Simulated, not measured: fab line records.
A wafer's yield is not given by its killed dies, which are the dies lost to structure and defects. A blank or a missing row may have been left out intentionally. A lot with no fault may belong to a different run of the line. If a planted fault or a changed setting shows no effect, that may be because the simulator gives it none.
fab line records	flow n5-finfet
[record] lots = 7	wafers = 21
route steps=1938 shown SD_EPI_N@288 SD_EPI_P@321 SD_ACTIVATION@330 ILD0@344 HKMG_FIN@386 GATE_CUT@480 MOL_CONTACT_COAG@559 BEOL_M0_SAQP@640
start-h: hours from the record's first day to the start of the lot's first wafer shown	wait-h: hours since the lot's step before	" the same as in the row above	L1.1+2: several wafers, shown together as one row	- either no value or no given start	* or withheld: withheld	< > ~ a bound
route shown NAME@n: NAME is a module with steps in the file, n the number in the route of the first one	usual: mean/standard deviation taken from wafers without a fault	same: alike in all rows	chamber/n: place in a boat	sites: each site's reading	_std_site: how widely they spread, as a standard deviation	_edge_site: mean of outer sites minus mean of inner sites	radius-mm: for every site, how far away it sits from the centre of the wafer	mask NAME#n: copy n	behind: the most recent tool/chamber to have shaped the wafer	hold: reason for holding the lot/hours on hold/outcome of the hold	device: the n, p or np transistor that did not switch	end of line: at the end of the route, the tests of the same wafers	step lacking rows: just its recipe	killed: dies lost to structure and defects at the first sort, not the wafer's yield	map: shows each die of a wafer: x if killed, . if not, _ if none is there
set.NAME: setting as actually run; set.NAME@STEP: the setting as run at that earlier step	model.NAME: the simulator's own value behind a step, which no gauge read
lots whose settings were changed on purpose; a table a step, a row a wafer
[[steps]]
[step N5_SD_EPI_N_EPI_21]
[recipe] material = Si:P	dopant = P	temp-c = 680	pressure-torr = 255	time-s = 690
lot.wafer	tool	chamber	start-h	wait-h	set.epi-growth-time-s	model.Si-P_of_SD_EPI_N_EPI_21.thk-nm
L078.2	epi-rpcvd-03	0	74.85	0.5	690	59.2
L078.4	"	0	"	"	653.8	56.8
L078.5	"	0	"	"	653.8	56.2
L087.2	epi-rpcvd-02	0	131.38	0.4	726.6	61.2
L087.5	"	0	"	"	690	59
L087.6	"	0	"	"	726.6	61.6
L088.1	epi-rpcvd-02	0	135.95	0.1	690	57.2
L088.2	"	0	"	"	690	57.6
L088.6	"	0	137.35	1.4	753.3	61.2
L090.2	epi-rpcvd-03	0	146.25	0.4	690	59
L090.3	"	0	"	"	690	59.2
L090.5	"	0	"	"	690	58.4
L095.2	epi-rpcvd-03	0	176.43	0.5	690	61.2
L095.3	"	0	"	"	734	62
L095.5	"	0	"	"	734	62.6
L096.1	epi-rpcvd-04	0	183.00	0.1	690	58.4
L096.2	"	0	"	"	719.8	60.6
L096.6	"	0	184.40	1.4	690	58.8
L097.3	epi-rpcvd-02	0	187.33	0.7	719.3	60.6
L097.4	"	0	"	"	690	58.4
L097.5	"	0	"	"	719.3	61.2
[step N5_SD_EPI_N_PRECLEAN_24]
[recipe] chemistry = O3/DIW	time-s = 60	temp-c = 22	o3-ppm = 10
[step N5_SD_EPI_P_EPI_21]
[recipe] material = SiGe:B	dopant = B	temp-c = 550	pressure-torr = 20	ambient = H2	time-s = 355
[step N5_SD_EPI_P_HM_STRIP_48]
[recipe] chemistry = H3PO4	temp-c = 160	material = SiNx	target = SiNx	target-depth-a = 30	overetch-fraction = 0.3
lot.wafer	tool	chamber	start-h	wait-h	set.epi-growth-time-s@SD_EPI_N_EPI_21	model.Si-P_of_SD_EPI_N_EPI_21.thk-nm
L078.2	wet-bench-04	4	81.38	0.0	690	58.4
L078.4	"	6	"	"	653.8	56
L078.5	"	7	"	"	653.8	55.6
L087.2	wet-bench-02	1	137.32	0.0	726.6	60.6
L087.5	"	2	"	"	690	58.4
L087.6	"	4	"	"	726.6	61
L088.1	wet-bench-06	0	142.20	0.0	690	56.6
L088.2	"	2	"	"	690	57
L088.6	"	1	"	"	753.3	60.6
L090.2	wet-bench-02	2	153.46	0.0	690	58.4
L090.3	"	1	"	"	690	58.6
L090.5	"	4	"	"	690	57.8
L095.2	wet-bench-04	1	182.96	0.0	690	60.6
L095.3	"	3	"	"	734	61.2
L095.5	"	5	"	"	734	61.8
L096.1	wet-bench-06	0	189.59	0.0	690	57.6
L096.2	"	3	"	"	719.8	60
L096.6	"	7	"	"	690	58.2
L097.3	wet-bench-04	4	194.04	0.0	719.3	59.8
L097.4	"	0	"	"	690	57.8
L097.5	"	3	"	"	719.3	60.4
[step N5_SD_EPI_P_SRD_49]
[recipe] dry = ipa-marangoni	time-s = 30	temp-c = 23	rinse-liquid = diw
[step N5_SD_EPI_P_PRECLEAN_24]
[recipe] chemistry = O3/DIW	time-s = 45	temp-c = 22	o3-ppm = 10
[step N5_SD_ACTIVATION_RTA_00]
[recipe] temp-c = 975	time-s = 0	ambient = N2	idle-temp-c = 600	ramp-up-c-per-s = 150	ramp-down-c-per-s = 60	cool-to-c = 600
[step N5_SD_ACTIVATION_LSA_01]
[recipe] temp-c = 1080	time-s = 0.0008	ambient = N2
[step N5_SD_ACTIVATION_RS_MEAS_03]
[recipe] thk-meas-gauge = four-point-probe
[usual] RS_SD_N = 21.94/0.27	RS_SD_P = 56.1/0.82
lot.wafer	tool	chamber	start-h	wait-h	set.epi-growth-time-s@SD_EPI_N_EPI_21	RS_SD_N[ohm/sq]	RS_SD_P[ohm/sq]
L078.2	film-metro-01	-	82.41	0.2	690	21.93	55.7
L078.4	"	-	"	"	653.8	22.76	56.3
L078.5	"	-	"	"	653.8	22.72	54.8
L087.2	film-metro-02	-	138.15	0.2	726.6	21.03	55.4
L087.5	"	-	"	"	690	21.68	55.8
L087.6	"	-	"	"	726.6	20.82	56.0
L088.1	film-metro-01	-	142.77	0.2	690	22.45	55.7
L088.2	"	-	"	"	690	22.26	55.0
L088.6	"	-	"	"	753.3	21.15	55.1
L090.2	film-metro-02	-	154.17	0.2	690	21.78	57.9
L090.3	"	-	"	"	690	21.56	57.3
L090.5	"	-	"	"	690	22.11	57.6
L095.2	film-metro-02	-	183.58	0.2	690	21.09	55.2
L095.3	"	-	"	"	734	20.92	55.7
L095.5	"	-	"	"	734	20.52	55.4
L096.1	film-metro-01	-	190.16	0.2	690	22.09	56.0
L096.2	"	-	"	"	719.8	21.32	55.4
L096.6	"	-	"	"	690	21.99	55.4
L097.3	film-metro-01	-	194.73	0.2	719.3	21.36	56.7
L097.4	"	-	"	"	690	22.25	57.0
L097.5	"	-	"	"	719.3	21.04	56.6
[step N5_ILD0_CMP_12]
[recipe] stop-on = poly-Si	material = SiNx	t-overpolish-s = 6	post-cmp-clean = alkaline-brush	down-force-psi = 2.5	platen-rpm = 51.8	pad-velocity-m-s = 1.0307	target-thk-nm = 17.67
[usual] time-to-endpoint-s = 29.6/2.7
lot.wafer	tool	chamber	start-h	wait-h	set.down-force-psi	time-to-endpoint-s
L078.2	cmp-03	3	89.06	1.1	2.5	32.6
L078.4	"	2	"	"	2.799	30.3
L078.5	"	0	"	"	2.5	34.1
L087.2	cmp-04	0	144.46	1.2	2.5	24.2
L087.5	"	3	"	"	2.208	31.0
L087.6	"	0	"	"	2.208	31.0
L088.2	cmp-03	2	149.14	1.1	1.95	37.9
L088.1	"	3	"	"	1.95	37.6
L088.6	"	2	"	"	1.95	39.1
L090.3	cmp-04	3	160.45	1.2	2.5	31.8
L090.2	"	0	"	"	2.5	30.8
L090.5	"	3	"	"	2.5	31.1
L095.2	cmp-03	0	190.22	1.2	2.102	36.4
L095.3	"	2	"	"	2.5	28.7
L095.5	"	0	"	"	2.102	35.6
L096.2	cmp-03	2	196.76	1.2	2.5	28.0
L096.1	"	0	"	"	2.5	30.9
L096.6	"	2	"	"	2.5	28.7
L097.4	cmp-03	3	201.00	1.2	2.5	29.0
L097.3	"	1	"	"	2.5	28.6
L097.5	"	2	"	"	2.5	26.9
[step N5_HKMG_FIN_HK_ALD_01]
[recipe] material = HfO2	target-thk-a = 16	temp-c = withheld	ald-precursor-family = HfCl4	ald-co-reactant = H2O	pulse-time-s = 3	purge-time-s = 3	co-reactant-purge-time-s = 2.5	co-reactant-pulse-time-s = 0.3	ald-cycles = 30
lot.wafer	tool	chamber	start-h	wait-h	set.ald-cycles
L078.2	ald-hk-02	1	95.60	0.0	35
L078.4+5	"	3	"	"	30
L087.2+5	ald-hk-03	3	149.76	0.0	30
L087.6	"	0	"	"	25
L088.1+6	ald-hk-03	3,2	154.47	0.0	34
L088.2	"	2	"	"	30
L090.2+3+5	ald-hk-02	0,2,1	165.80	0.0	30
L095.2+3+5	ald-hk-02	3,2,1	195.66	0.0	30
L096.1	ald-hk-02	1	202.10	0.0	26
L096.2+6	"	0	"	"	30
L097.3+4	ald-hk-02	0,1	207.77	0.0	28
L097.5	"	1	"	"	30
[step N5_HKMG_FIN_DEVELOP_48]
[recipe] develop-time-s = 30	developer = TMAH	resist = CAR-ArF	rinse-liquid = diw	dry = air-spin	dev-temp-c = 23
lot.wafer	tool	chamber	start-h	wait-h	set.develop-time-s
L078.2	litho-track-05	0	-	-	30
L078.4+5	"	0	"	"	24.02
L087.2	litho-track-01	0	-	-	30
L087.5+6	"	0	"	"	27.37
L088.1+2+6	litho-track-02	0	-	-	30
L090.2+3+5	litho-track-01	0	-	-	30
L095.2+3+5	litho-track-02	0	-	-	30
L096.1+6	litho-track-01	0	-	-	24.77
L096.2	"	0	"	"	30
L097.3	litho-track-05	0	-	-	30
L097.4+5	"	0	"	"	26.68
[step N5_HKMG_FIN_WET_ETCH_82]
[recipe] chemistry = dHCl	mix = 1:10000	temp-c = 25	target = La2O3	stop-on = HfO2	target-depth-nm = 2	dry = ipa-marangoni	rinse-time-s = 30	rinse-temp-c = 23
[step N5_HKMG_FIN_ALD_36]
[recipe] material = TiN	target-thk-a = 10	temp-c = 400	ald-precursor-family = TiCl4	ald-co-reactant = NH3	pulse-time-s = 1	purge-time-s = 3	co-reactant-purge-time-s = 2	co-reactant-pulse-time-s = 2	ald-cycles = 47	pressure-torr = 3
[step N5_HKMG_FIN_THK_MEAS_70]
[recipe] thk-meas-gauge = xrf	reads = HfO2_of_HKMG_FIN_HK_ALD_01
[usual] HK_THK = 1.559/0.016
lot.wafer	tool	chamber	start-h	wait-h	set.ald-cycles@HKMG_FIN_HK_ALD_01	HK_THK[nm]
L078.2	film-metro-01	-	99.16	0.2	35	1.807
L078.4	"	-	"	"	30	1.549
L078.5	"	-	"	"	30	1.561
L087.2	film-metro-02	-	153.56	0.2	30	1.546
L087.5	"	-	"	"	30	1.555
L087.6	"	-	"	"	25	1.295
L088.1	film-metro-01	-	158.27	0.2	34	1.771
L088.2	"	-	"	"	30	1.545
L088.6	"	-	"	"	34	1.774
L090.2	film-metro-02	-	169.32	0.2	30	1.545
L090.3	"	-	"	"	30	1.573
L090.5	"	-	"	"	30	1.604
L095.2	film-metro-02	-	199.48	0.2	30	1.582
L095.3	"	-	"	"	30	1.583
L095.5	"	-	"	"	30	1.586
L096.1	film-metro-02	-	205.79	0.2	26	1.343
L096.2	"	-	"	"	30	1.553
L096.6	"	-	"	"	30	1.543
L097.3	film-metro-01	-	211.09	0.2	28	1.452
L097.4	"	-	"	"	28	1.462
L097.5	"	-	"	"	30	1.577
[step N5_GATE_CUT_COAT_27]
[recipe] resist = underlayer	temp-c = 205	time-s = 60	spin-rpm = 1500	resist-thk-nm = 10
lot.wafer	tool	chamber	start-h	wait-h	set.spin-rpm	model.underlayer_of_GATE_CUT_COAT_27.thk-nm
L078.2+4+5	litho-track-03	0	-	-	1500	10
L087.2+5	litho-track-02	0	-	-	1345	10.6
L087.6	"	0	"	"	1500	10
L088.1+6	litho-track-04	0	-	-	1500	10
L088.2	"	0	"	"	1657	9.6
L090.2+3+5	litho-track-03	0	-	-	1500	10
L095.2+3	litho-track-04	0	-	-	1596	9.6
L095.5	"	0	"	"	1500	10
L096.1+2+6	litho-track-03	0	-	-	1500	10
L097.3+4+5	litho-track-03	0	-	-	1500	10
[step N5_GATE_CUT_EXPOSE_10]
[recipe] mask-id = GATE_CUT	na = 0.33	source-shape = annular	sigma-inner = 0.35	sigma-outer = 0.8	polarization = unpolarized	target-cd-nm = 20	dose-mj = 43.25
lot.wafer	tool	chamber	start-h	wait-h	mask	set.dose-mj
L078.2+4+5	euv-scanner-02	0	108.30	-	GATE_CUT#0	43.25
L087.2	euv-scanner-02	0	162.29	-	GATE_CUT#0	43.25
L087.5+6	"	0	"	"	GATE_CUT#0	42.16
L088.1+2+6	euv-scanner-01	0	167.19	-	GATE_CUT#0	43.25
L090.2+3+5	euv-scanner-02	0	178.16	-	GATE_CUT#0	43.25
L095.2	euv-scanner-02	0	209.53	-	GATE_CUT#0	44.98
L095.3+5	"	0	"	"	GATE_CUT#0	43.25
L096.1+2	euv-scanner-01	0	215.12	-	GATE_CUT#0	46.42
L096.6	"	0	"	"	GATE_CUT#0	43.25
L097.3+4+5	euv-scanner-01	0	220.60	-	GATE_CUT#0	43.25
[step N5_GATE_CUT_PEB_11]
[recipe] peb-temp-c = 100	peb-time-s = 60	resist = CAR-EUV
[step N5_GATE_CUT_DEVELOP_12]
[recipe] develop-time-s = 30	developer = TMAH	resist = CAR-EUV	rinse-liquid = surfactant-rinse	dry = air-spin	dev-temp-c = 23
[step N5_GATE_CUT_CD_MEAS_13]
[recipe] target-cd-nm = 20	landing-energy-ev = 500	detector = se-inlens
[usual] cd-nm = 19.93/0.27
lot.wafer	tool	chamber	start-h	wait-h	set.dose-mj@GATE_CUT_EXPOSE_10	cd-nm
L078.2	cd-sem-03	0	108.42	-	43.25	19.70
L078.4	"	0	"	"	43.25	19.56
L078.5	"	0	"	"	43.25	20.02
L087.2	cd-sem-02	0	162.41	-	43.25	19.63
L087.5	"	0	"	"	42.16	19.03
L087.6	"	0	"	"	42.16	19.09
L088.1	cd-sem-03	0	167.32	-	43.25	19.74
L088.2	"	0	"	"	43.25	19.81
L088.6	"	0	"	"	43.25	20.09
L090.2	cd-sem-01	0	178.29	-	43.25	19.68
L090.3	"	0	"	"	43.25	20.23
L090.5	"	0	"	"	43.25	20.07
L095.2	cd-sem-02	0	209.66	-	44.98	20.48
L095.3	"	0	"	"	43.25	19.50
L095.5	"	0	"	"	43.25	19.55
L096.1	cd-sem-01	0	215.26	-	46.42	21.69
L096.2	"	0	"	"	46.42	21.34
L096.6	"	0	"	"	43.25	20.09
L097.3	cd-sem-01	0	220.72	-	43.25	19.66
L097.4	"	0	"	"	43.25	20.11
L097.5	"	0	"	"	43.25	19.72
[step N5_GATE_CUT_DESCUM_18]
[recipe] chemistry = O2	time-s = 7	source-power-w = 50	bias-power-w = 20	pressure-mtorr = 20	rf-frequency-hz = 2.712e+07	temp-c = 40	resist = CAR-EUV	o2-flow-sccm = 225
lot.wafer	tool	chamber	start-h	wait-h	set.dose-mj@GATE_CUT_EXPOSE_10	model.GATE_CUT.cd-nm
L078.2+5	rie-diel-05	2,1	108.54	0.0	43.25	20
L078.4	"	0	"	"	43.25	19.8
L087.2	rie-diel-03	0	162.54	0.0	43.25	19.8
L087.5	"	3	"	"	42.16	19
L087.6	"	2	"	"	42.16	19.2
L088.1	rie-diel-04	1	167.44	0.0	43.25	19.8
L088.2	"	0	"	"	43.25	20.2
L088.6	"	0	"	"	43.25	20
L090.2	rie-diel-04	3	178.41	0.0	43.25	19.8
L090.3+5	"	0,3	"	"	43.25	20
L095.2	rie-diel-04	1	209.79	0.0	44.98	20.6
L095.3	"	2	"	"	43.25	19.4
L095.5	"	1	"	"	43.25	19.6
L096.1	rie-diel-03	3	215.38	0.0	46.42	21.4
L096.2	"	1	"	"	46.42	21.2
L096.6	"	0	"	"	43.25	20
L097.3+4+5	rie-diel-03	0,2,0	220.84	0.0	43.25	19.8
[step N5_GATE_CUT_ETCH_28]
[recipe] chemistry = N2/H2	target = underlayer	target-depth-a = 130	mask-material = CAR-EUV	time-s = 10.4	ion-energy-ev = 200	pressure-mtorr = 30	source-w = 840	bias-w = 150	n2-flow-sccm = 200	h2-flow-sccm = 200	ends = cleared
[usual] etch-rf-on-time-s = 10.38/0.15
lot.wafer	tool	chamber	start-h	wait-h	set.spin-rpm@GATE_CUT_COAT_27	set.dose-mj@GATE_CUT_EXPOSE_10	etch-rf-on-time-s	model.GATE_CUT.cd-nm	model.CAR-EUV_of_GATE_CUT_COAT_07.thk-nm	model.etch.depth-nm
L078.2	rie-diel-05	2	108.58	0.0	1500	43.25	10.28	20	14.4	10.01
L078.4	"	0	"	"	1500	43.25	10.41	19.8	14.4	10.02
L078.5	"	1	"	"	1500	43.25	10.50	20	14.4	10.03
L087.2	rie-diel-03	0	162.57	0.0	1345	43.25	10.79	19.8	14.2	10.53
L087.5	"	3	"	"	1345	42.16	10.69	19.2	14.2	10.55
L087.6	"	2	"	"	1500	42.16	10.26	19.2	15	9.988
L088.1	rie-diel-04	1	167.48	0.0	1500	43.25	10.65	19.8	14.4	10.1
L088.2	"	0	"	"	1657	43.25	10.08	20.2	15	9.606
L088.6	"	0	"	"	1500	43.25	10.55	20	14.6	10.1
L090.2	rie-diel-04	3	178.44	0.0	1500	43.25	10.44	19.8	14.6	9.989
L090.3	"	0	"	"	1500	43.25	10.60	20	14.6	9.979
L090.5	"	3	"	"	1500	43.25	10.51	20	14.8	10.01
L095.2	rie-diel-04	1	209.83	0.0	1596	44.98	10.07	20.6	15	9.694
L095.3	"	2	"	"	1596	43.25	10.26	19.6	15	9.685
L095.5	"	1	"	"	1500	43.25	10.51	19.6	14.6	10.02
L096.1	rie-diel-03	3	215.41	0.0	1500	46.42	10.09	21.6	14.6	10.04
L096.2	"	1	"	"	1500	46.42	10.36	21.4	14.6	10.02
L096.6	"	0	"	"	1500	43.25	10.44	20	14.6	10.03
L097.3	rie-diel-03	0	220.88	0.0	1500	43.25	10.36	19.6	14.6	10.01
L097.4	"	2	"	"	1500	43.25	10.43	19.8	14.8	10.04
L097.5	"	0	"	"	1500	43.25	10.47	19.8	14.6	10.02
[step N5_GATE_CUT_ETCH_36]
[recipe] chemistry = CF4	target = SiARC	target-depth-a = 130	mask-material = CAR-EUV	time-s = 21.7	ion-energy-ev = 80	pressure-mtorr = 40	source-w = 545	bias-w = 36	Ar_flow_sccm = 100	cf4-flow-sccm = 100	ends = cleared
lot.wafer	tool	chamber	start-h	wait-h	set.spin-rpm@GATE_CUT_COAT_27	model.CAR-EUV_of_GATE_CUT_COAT_07.thk-nm
L078.2+4+5	rie-diel-05	2,0,1	108.60	0.0	1500	6.8
L087.2	rie-diel-03	0	162.59	0.0	1345	6.4
L087.5	"	3	"	"	1345	6.6
L087.6	"	2	"	"	1500	7.2
L088.1+6	rie-diel-04	1,0	167.50	0.0	1500	6.8
L088.2	"	0	"	"	1657	7.4
L090.2+3+5	rie-diel-04	3,0,3	178.46	0.0	1500	7
L095.2+3	rie-diel-04	1,2	209.85	0.0	1596	7.4
L095.5	"	1	"	"	1500	6.8
L096.1+2+6	rie-diel-03	3,1,0	215.43	0.0	1500	7
L097.3+4+5	rie-diel-03	0,2,0	220.90	0.0	1500	7
[step N5_GATE_CUT_ETCH_37]
[recipe] chemistry = N2/H2	target = SOC	target-depth-a = 600	overetch-a = 120	mask-material = SiARC	temp-c = 40	time-s = 90	ion-energy-ev = 200	pressure-mtorr = 30	source-w = 840	bias-w = 150	n2-flow-sccm = 200	h2-flow-sccm = 200
[step N5_GATE_CUT_STRIP_38]
[recipe] chemistry = N2/H2	temp-c = 40	n2-flow-sccm = 200	h2-flow-sccm = 200	rf-frequency-hz = 6e+07
[step N5_GATE_CUT_STRIP_41]
[recipe] chemistry = CF4	resist = SiARC	power-w = 300	bias-power-w = 75	pressure-mtorr = 50	cf4-flow-sccm = 150	rf-frequency-hz = 6e+07
[step N5_GATE_CUT_STRIP_42]
[recipe] chemistry = O2	power-w = 400	temp-c = 40	pressure-mtorr = 30	rf-frequency-hz = 6e+07	bias-power-w = 0	overash-fraction = 0.3	o2-flow-sccm = 225
[step N5_GATE_CUT_ETCH_19]
[recipe] chemistry = CH3F/O2	target = SiNx	mask-material = SiO2	target-depth-a = 537	time-s = 76.7	pressure-mtorr = 30	source-w = 395	bias-w = 73	Ar_flow_sccm = 150	CH3F_flow_sccm = 30	O2_flow_sccm = 20	ion-energy-ev = 120	ends = cleared
lot.wafer	tool	chamber	start-h	wait-h	set.dose-mj@GATE_CUT_EXPOSE_10	model.GATE_CUT.cd-nm
L078.2	rie-diel-05	2	108.83	0.0	43.25	20.4
L078.4	"	0	"	"	43.25	19.6
L078.5	"	1	"	"	43.25	20
L087.2	rie-diel-03	0	162.82	0.0	43.25	19.6
L087.5	"	3	"	"	42.16	19.4
L087.6	"	2	"	"	42.16	19.2
L088.1	rie-diel-04	1	167.73	0.0	43.25	19.6
L088.2	"	0	"	"	43.25	20
L088.6	"	0	"	"	43.25	19.8
L090.2+3	rie-diel-04	3,0	178.69	0.0	43.25	20
L090.5	"	3	"	"	43.25	20.2
L095.2	rie-diel-04	1	210.08	0.0	44.98	20.4
L095.3+5	"	2,1	"	"	43.25	19.4
L096.1	rie-diel-03	3	215.66	0.0	46.42	21.2
L096.2	"	1	"	"	46.42	21.4
L096.6	"	0	"	"	43.25	19.4
L097.3	rie-diel-03	0	221.13	0.0	43.25	19.2
L097.4	"	2	"	"	43.25	20
L097.5	"	0	"	"	43.25	19.6
[step N5_MOL_CONTACT_COAG_ALD_27]
[recipe] material = SiOC	target-thk-a = 170	temp-c = 400	ald-precursor-family = carbosiloxane	ald-co-reactant = H2-plasma	pulse-time-s = 1.5	time-s = 2720	purge-time-s = 2	co-reactant-purge-time-s = 2	ald-cycles = 340	pressure-torr = 2
lot.wafer	tool	chamber	start-h	wait-h	set.time-s	model.SiOC_of_MOL_CONTACT_COAG_ALD_27.thk-nm
L078.2	ald-sin-01	3	120.31	0.8	2720	17
L078.4+5	"	1,2	"	"	2323	14.4
L087.2+6	ald-sin-03	2,3	173.62	0.0	2720	17
L087.5	"	0	"	"	2273	14.2
L088.1+2	ald-sin-03	3,1	177.12	0.0	2197	13.8
L088.6	"	2	"	"	2720	17
L090.2	ald-sin-01	3	190.44	1.3	2720	16.8
L090.3+5	"	1,2	"	"	2720	17
L095.2	ald-sin-04	3	221.76	0.0	3236	17
L095.3	"	1	"	"	2720	17
L095.5	"	1	"	"	3236	17.2
L096.1	ald-sin-04	3	225.34	0.5	3162	17
L096.2+6	"	2,0	"	"	2720	17
L097.3	ald-sin-03	0	231.27	0.0	3164	17
L097.4	"	3	"	"	2720	17
L097.5	"	2	"	"	2720	17.2
[step N5_BEOL_M0_SAQP_HM_DEP_111]
[recipe] material = SiO2	target-thk-a = 120	temp-c = 400	precursor = SiH4/N2O	pressure-torr = 0.75	rf-w = 275	time-s = 7.2
lot.wafer	tool	chamber	start-h	wait-h	set.time-s	model.SiO2_of_BEOL_M0_SAQP_HM_DEP_111.thk-nm
L078.2	pecvd-02	0	130.44	0.0	7.2	11.8
L078.4	"	2	"	"	7.2	12
L078.5	"	0	"	"	6.74	11.2
L087.2+6	pecvd-01	1,2	183.49	0.0	7.2	12
L087.5	"	1	"	"	7.2	12.2
L088.1+6	pecvd-04	0	188.35	0.0	7.2	12.2
L088.2	"	2	"	"	7.2	12
L090.2+5	pecvd-02	2,1	201.46	0.0	7.2	12
L090.3	"	0	"	"	7.2	11.8
L095.2	pecvd-02	2	231.95	0.0	7.2	11.8
L095.3	"	0	"	"	7.2	12
L095.5	"	1	"	"	6.841	11.4
L096.1	pecvd-04	2	239.93	0.0	6.689	11.4
L096.2	"	1	"	"	7.2	12.2
L096.6	"	0	"	"	6.689	11.2
L097.3	pecvd-02	2	242.89	0.0	7.2	11.8
L097.4+5	"	2,1	"	"	7.2	12
[[key]]
[split] step = N5_SD_EPI_N_EPI_21	setting = epi-growth-time-s	stated = 690	by = wafer
[response] step = N5_SD_EPI_N_EPI_21	reading = model.Si-P_of_SD_EPI_N_EPI_21.thk-nm	change = +0.405	per = 1%	r = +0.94
[response] step = N5_SD_EPI_P_HM_STRIP_48	reading = model.Si-P_of_SD_EPI_N_EPI_21.thk-nm	change = +0.395	per = 1%	r = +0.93
[response] step = N5_SD_ACTIVATION_RS_MEAS_03	reading = RS_SD_N	change = -0.135	per = 1%	r = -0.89
[split] step = N5_ILD0_CMP_12	setting = down-force-psi	stated = 2.5	by = wafer
[response] step = N5_ILD0_CMP_12	reading = time-to-endpoint-s	change = *	per = 1%	r = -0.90
[split] step = N5_HKMG_FIN_HK_ALD_01	setting = ald-cycles	stated = 30	by = wafer
[response] step = N5_HKMG_FIN_THK_MEAS_70	reading = HK_THK	change = +0.0157	per = 1%	r = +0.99
[split] step = N5_HKMG_FIN_DEVELOP_48	setting = develop-time-s	stated = 30	by = wafer
response none clear
[split] step = N5_GATE_CUT_COAT_27	setting = spin-rpm	stated = 1500	by = wafer
[response] step = N5_GATE_CUT_COAT_27	reading = model.underlayer_of_GATE_CUT_COAT_27.thk-nm	change = -0.0503	per = 1%	r = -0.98
[response] step = N5_GATE_CUT_ETCH_28	reading = etch-rf-on-time-s	change = *	per = 1%	r = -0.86
[response] step = N5_GATE_CUT_ETCH_28	reading = model.CAR-EUV_of_GATE_CUT_COAT_07.thk-nm	change = +0.0624	per = 1%	r = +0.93
[response] step = N5_GATE_CUT_ETCH_28	reading = model.etch.depth-nm	change = -0.0503	per = 1%	r = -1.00
[response] step = N5_GATE_CUT_ETCH_36	reading = model.CAR-EUV_of_GATE_CUT_COAT_07.thk-nm	change = +0.0674	per = 1%	r = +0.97
[split] step = N5_GATE_CUT_EXPOSE_10	setting = dose-mj	stated = 43.25	by = wafer
[response] step = N5_GATE_CUT_CD_MEAS_13	reading = cd-nm	change = +0.208	per = 1%	r = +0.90
[response] step = N5_GATE_CUT_DESCUM_18	reading = model.GATE_CUT.cd-nm	change = +0.206	per = 1%	r = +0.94
[response] step = N5_GATE_CUT_ETCH_28	reading = model.GATE_CUT.cd-nm	change = +0.217	per = 1%	r = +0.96
[response] step = N5_GATE_CUT_ETCH_19	reading = model.GATE_CUT.cd-nm	change = +0.246	per = 1%	r = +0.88
[split] step = N5_MOL_CONTACT_COAG_ALD_27	setting = time-s	stated = 2720	by = wafer
[response] step = N5_MOL_CONTACT_COAG_ALD_27	reading = model.SiOC_of_MOL_CONTACT_COAG_ALD_27.thk-nm	shape = bent	at-lowest = 13.8	at-stated = 17	at-highest = 17.1
[split] step = N5_BEOL_M0_SAQP_HM_DEP_111	setting = time-s	stated = 7.2	by = wafer
[response] step = N5_BEOL_M0_SAQP_HM_DEP_111	reading = model.SiO2_of_BEOL_M0_SAQP_HM_DEP_111.thk-nm	change = +0.115	per = 1%	r = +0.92
